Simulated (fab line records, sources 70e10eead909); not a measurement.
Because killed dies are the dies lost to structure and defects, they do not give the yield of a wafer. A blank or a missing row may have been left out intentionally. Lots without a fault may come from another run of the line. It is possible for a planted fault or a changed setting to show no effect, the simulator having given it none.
Chamber matching ; flow nand-harc ; NHARC_A_STAIRCASE_TRIM_220 on rie-diel-08 has 4 sister chambers
The step chemistry O2, time 211.2 s. 4 wafers are shown with their chamber, then 9 later ones without.

== WAFERS PAIRED WITH THEIR CHAMBERS ==
wafer;chamber;drypump-motor-current-A (A)
L084.2;1;5.7
L087.6;0;4.9
L088.3;3;5.9
L088.6;2;6.3

== WAFERS MISSING THEIR CHAMBER ==
wafer;drypump-motor-current-A (A)
L089.1;6.3
L089.5;5.9
L089.6;4.9
L095.1;4.9
L095.3;5.9
L095.4;6.3
L097.1;5.9
L097.3;4.8
L097.4;6.3

== WHICH CHAMBER EACH WENT THROUGH ==
wafer;from the rows above;in truth
L089.1;2;2
L089.5;3;3
L089.6;0;0
L095.1;0;0
L095.3;3;3
L095.4;2;2
L097.1;3;3
L097.3;0;0
L097.4;2;2
Placed correctly: 9 of 9. Not placeable from these rows: 0. 0 placed wrongly.
How it was worked out, from the rows above alone: a wafer's distance from a chamber is the root of the sum, over the readings, of the square of ((its reading less the chamber's mean) divided by the reading's scatter). The wafer belongs to the nearest chamber; if the next one is less than 2 further off, it can't be placed. The mean given for a chamber averages the wafers shown for that chamber. The scatter: root of mean squared gap, hidden wafer to nearest shown wafer, with one shown wafer a chamber.
